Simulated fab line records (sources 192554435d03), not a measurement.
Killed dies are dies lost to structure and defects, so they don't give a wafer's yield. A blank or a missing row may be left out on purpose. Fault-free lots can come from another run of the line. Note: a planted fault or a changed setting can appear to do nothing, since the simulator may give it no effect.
Chamber matching | flow n5-finfet | N5_SD_EPI_N_LINER_46 on ald-sin-04 has 4 sister chambers
The step material SiNx, target thk 3 nm. 14 wafers are shown with their chamber, then 7 later ones without.

== WAFERS WITH THEIR CHAMBER ==
wafer  | chamber | heater-power-outer-w (W) | heater-power-w (W) | susceptor-temp-C (C)
L077.1 | 0       | 498                      | 901                | 400.00
L077.2 | 3       | 580                      | 929                | 399.85
L077.6 | 1       | 430                      | 762                | 400.15
L078.3 | 0       | 523                      | 879                | 400.01
L078.5 | 1       | 432                      | 770                | 400.00
L078.6 | 2       | 580                      | 882                | 400.23
L080.1 | 1       | 441                      | 770                | 399.93
L080.2 | 3       | 589                      | 918                | 400.09
L080.3 | 0       | 517                      | 871                | 400.14
L081.1 | 0       | 522                      | 889                | 400.34
L081.3 | 2       | 563                      | 893                | 399.69
L081.6 | 3       | 579                      | 917                | 400.15
L082.4 | 0       | 514                      | 892                | 400.31
L082.5 | 3       | 581                      | 938                | 400.00

SIGNATURES, as means of the wafers listed above
reading              | chamber 0 | chamber 1 | chamber 2 | chamber 3 | scatter within a chamber
heater-power-outer-w | 514.80    | 434.33    | 571.50    | 582.25    | 8.26
heater-power-w       | 886.40    | 767.33    | 887.50    | 925.50    | 9.71
susceptor-temp-C     | 400.1600  | 400.0267  | 399.9600  | 400.0225  | 0.18
Rule: a wafer's distance from a chamber is the root of the sum, over the readings, of the square of ((its reading less the chamber's mean) divided by the reading's scatter). The wafer belongs to the nearest chamber; if the next one is less than 2 further off, it can't be placed. The scatter is the square root of a quotient: the sum, over the shown wafers, of each reading's squared deviation from its chamber's mean, divided by wafers minus chambers.

== WAFERS WITHOUT THEIR CHAMBER ==
wafer  | heater-power-outer-w (W) | heater-power-w (W) | susceptor-temp-C (C)
L082.6 | 509                      | 881                | 400.35
L090.2 | 576                      | 862                | 399.57
L090.4 | 587                      | 925                | 399.79
L090.6 | 503                      | 891                | 400.49
L094.3 | 592                      | 919                | 400.20
L094.4 | 426                      | 794                | 400.36
L094.5 | 569                      | 872                | 400.39

== WHICH CHAMBER EACH WENT THROUGH ==
wafer  | from the rows above | in truth
L082.6 | 0                   | 0
L090.2 | 2                   | 2
L090.4 | 3                   | 3
L090.6 | 0                   | 0
L094.3 | 3                   | 3
L094.4 | 1                   | 1
L094.5 | 2                   | 2
Placed correctly: 7 of 7. From these rows, 0 cannot be placed. Wrongly placed: 0.
